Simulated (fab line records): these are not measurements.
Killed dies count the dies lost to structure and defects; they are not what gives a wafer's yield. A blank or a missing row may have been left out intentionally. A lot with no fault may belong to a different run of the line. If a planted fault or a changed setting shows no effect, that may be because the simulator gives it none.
Split-lot experiment + flow n5Finfet + on a route of 1938 steps: 7 lots, 39 wafers read

== THE SPLIT ==
At N5_BEOL_M2_TRENCH_ETCH_37 (etches SiOC in C4F6/O2, target depth 55.555 nm, time 29.2 s), the setting targetDepthA was moved away from the recipe's 555.55 angstrom on 15 of the 39 wafers read, by -54.3% to +57.1%. The other wafers ran this setting at the recipe's value.

== FROM THE SPLIT TO THE READING: what the file shows between them, 8 steps ==
- N5_BEOL_M2_ETCH_41: etches SiCN in CH3F/O2, target depth 29.9 nm, time 52.5 s
- N5_BEOL_M2_STRIP_97: strips in N2/H2, time 10 s
- N5_BEOL_M2_OCD_MEAS_38
- N5_BEOL_M2_HM_STRIP_39: strips TiN in peroxide tin strip, target depth 25 nm, time 158 s
- N5_BEOL_M2_SRD_40: time 30 s
- N5_BEOL_M2_ECD_50: material Cu, target thk 300 nm
- N5_BEOL_M2_ANNEAL_51: time 90 s
- N5_BEOL_M2_CMP_52: polishes, stops on SiOC, t overpolish 6.8 s, target thk 40 nm

== THE READING ==
M2_THK, in nm, at N5_BEOL_M2_THK_MEAS_53 (measures by xrf). A value of 40.3 nm with a standard deviation of 1.8 nm is what fault-free wafers of this fab line usually give.

| wafer  | tool, chamber at the split | targetDepthA as run, angstrom | against the recipe | M2_THK, nm | against lot-mates on the recipe |
|--------|----------------------------|-------------------------------|--------------------|------------|---------------------------------|
| L074.1 | rieDiel-05, 0              | 555.55                        | recipe             | 42.6       | -                               |
| L074.2 | rieDiel-05, 3              | 555.55                        | recipe             | 41.4       | -                               |
| L074.3 | rieDiel-05, 2              | 555.55                        | recipe             | 40.1       | -                               |
| L074.4 | rieDiel-05, 3              | 555.55                        | recipe             | 41.3       | -                               |
| L074.5 | rieDiel-05, 0              | 555.55                        | recipe             | 41.6       | -                               |
| L074.6 | rieDiel-05, 2              | 555.55                        | recipe             | 41.1       | -                               |
| L075.1 | rieDiel-06, 3              | 756.3                         | +36.1%             | 60.9       | +21.5                           |
| L075.2 | rieDiel-06, 0              | 756.3                         | +36.1%             | 59.8       | +20.4                           |
| L075.3 | rieDiel-06, 1              | 756.3                         | +36.1%             | 62.0       | +22.6                           |
| L075.4 | rieDiel-06, 2              | 555.55                        | recipe             | 40.1       | -                               |
| L075.5 | rieDiel-06, 1              | 555.55                        | recipe             | 40.6       | -                               |
| L075.6 | rieDiel-06, 0              | 555.55                        | recipe             | 37.5       | -                               |
| L078.1 | rieDiel-06, 2              | 555.55                        | recipe             | 43.7       | -                               |
| L078.2 | rieDiel-06, 0              | 872.7                         | +57.1%             | 70.4       | +27.9                           |
| L078.3 | rieDiel-06, 1              | 872.7                         | +57.1%             | 75.9       | +33.4                           |
| L078.4 | rieDiel-06, 3              | 555.55                        | recipe             | 41.6       | -                               |
| L078.5 | rieDiel-06, 0              | 872.7                         | +57.1%             | 72.0       | +29.5                           |
| L078.6 | rieDiel-06, 1              | 555.55                        | recipe             | 42.1       | -                               |
| L083.1 | rieDiel-05, 2              | 253.8                         | -54.3%             | 7.4        | -30.6                           |
| L083.2 | rieDiel-05, 0              | 253.8                         | -54.3%             | 9.5        | -28.5                           |
| L083.3 | rieDiel-05, 3              | 555.55                        | recipe             | 37.0       | -                               |
| L083.4 | rieDiel-05, 1              | 555.55                        | recipe             | 37.9       | -                               |
| L083.5 | rieDiel-05, 3              | 253.8                         | -54.3%             | 8.3        | -29.7                           |
| L083.6 | rieDiel-05, 2              | 555.55                        | recipe             | 39.1       | -                               |
| L088.1 | rieDiel-01, 2              | 555.55                        | recipe             | 42.0       | -                               |
| L088.2 | rieDiel-01, 0              | 805.5                         | +45.0%             | 65.4       | +25.2                           |
| L088.3 | rieDiel-01, 3              | 555.55                        | recipe             | 39.9       | -                               |
| L088.4 | rieDiel-01, 1              | 805.5                         | +45.0%             | 64.1       | +23.9                           |
| L088.5 | rieDiel-01, 1              | 555.55                        | recipe             | 38.8       | -                               |
| L088.6 | rieDiel-01, 0              | 805.5                         | +45.0%             | 66.9       | +26.7                           |
| L089.2 | rieDiel-06, 3              | 555.55                        | recipe             | 40.9       | -                               |
| L089.4 | rieDiel-06, 0              | 555.55                        | recipe             | 42.5       | -                               |
| L089.5 | rieDiel-06, 0              | 555.55                        | recipe             | 40.3       | -                               |
| L093.1 | rieDiel-01, 0              | 555.55                        | recipe             | 38.9       | -                               |
| L093.2 | rieDiel-01, 1              | 555.55                        | recipe             | 38.1       | -                               |
| L093.3 | rieDiel-01, 3              | 769.8                         | +38.6%             | 58.8       | +20.5                           |
| L093.4 | rieDiel-01, 3              | 769.8                         | +38.6%             | 62.6       | +24.3                           |
| L093.5 | rieDiel-01, 1              | 555.55                        | recipe             | 37.8       | -                               |
| L093.6 | rieDiel-01, 0              | 769.8                         | +38.6%             | 61.8       | +23.5                           |

THE FIT
A straight line over all 39 wafers: M2_THK changes by +0.571 nm for each +1% of targetDepthA; r = +0.99; the points scatter about the line by 1.8 nm.
The same after taking each lot's own level away (the mean of its wafers on the recipe; 39 wafers): +0.554 nm for each +1%; r = +1.00; scatter 1.4 nm.
On that fit, the largest move of targetDepthA shifts the reading by 32 nm.
The span of the lots' own levels, 38.00 to 42.47 nm, comes to 2.5 times the standard deviation stated above.
So the lot-to-lot level changes the slope little: the two slopes agree.
Check: for one of the wafers moved furthest among these (+57.1%), held out of the fit, the line's prediction against its lot-mates is +32.2 nm. It came out at +27.9 nm against them.

== THE OTHER SPLITS THESE WAFERS WENT THROUGH ==
Note: prior to the reading, these wafers also went through further splits. Each is held against what the fit with the lots' levels taken away leaves over:
| other split on the same wafers         | wafers away from the commonest value | r with M2_THK (lot level and that fit taken away) |
|----------------------------------------|--------------------------------------|---------------------------------------------------|
| N5_BEOL_M1_TRENCH_ETCH_37 targetDepthA | 15                                   | -0.10                                             |

== THE WHOLE CHAIN: every reading that the file lists as answering this split, in the file's order ==
| step                      | what it does                                                  | reading                                                                         | change (the file's fit)                | r (the file's) |
|---------------------------|---------------------------------------------------------------|---------------------------------------------------------------------------------|----------------------------------------|----------------|
| N5_BEOL_M2_TRENCH_ETCH_37 | etches SiOC in C4F6/O2, target depth 55.555 nm, time 29.2 s   | BEOL_M2.featureDepthNm (the simulator's own value, which no gauge read)         | +0.54 nm for each +1% of the setting   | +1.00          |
| N5_BEOL_M2_TRENCH_ETCH_37 | etches SiOC in C4F6/O2, target depth 55.555 nm, time 29.2 s   | etch.depthNm (the simulator's own value, which no gauge read)                   | +0.54 nm for each +1% of the setting   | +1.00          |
| N5_BEOL_M2_TRENCH_ETCH_37 | etches SiOC in C4F6/O2, target depth 55.555 nm, time 29.2 s   | TiN_of_BEOL_M2_HM_DEP_02.thkNm (the simulator's own value, which no gauge read) | -0.0235 nm for each +1% of the setting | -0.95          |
| N5_BEOL_M2_OCD_MEAS_38    |                                                               | trenchDepthNm                                                                   | +0.541 nm for each +1% of the setting  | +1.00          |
| N5_BEOL_M2_CMP_52         | polishes, stops on SiOC, t overpolish 6.8 s, target thk 40 nm | Cu_of_BEOL_M2_ECD_50.thkNm (the simulator's own value, which no gauge read)     | +0.547 nm for each +1% of the setting  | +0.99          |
| N5_BEOL_M2_THK_MEAS_53    | measures by xrf                                               | M2_THK                                                                          | +0.556 for each +1% of the setting     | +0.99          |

== FILE'S OWN FIT ==
M2_THK changes by +0.556 nm for each +1% of targetDepthA, r = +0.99.
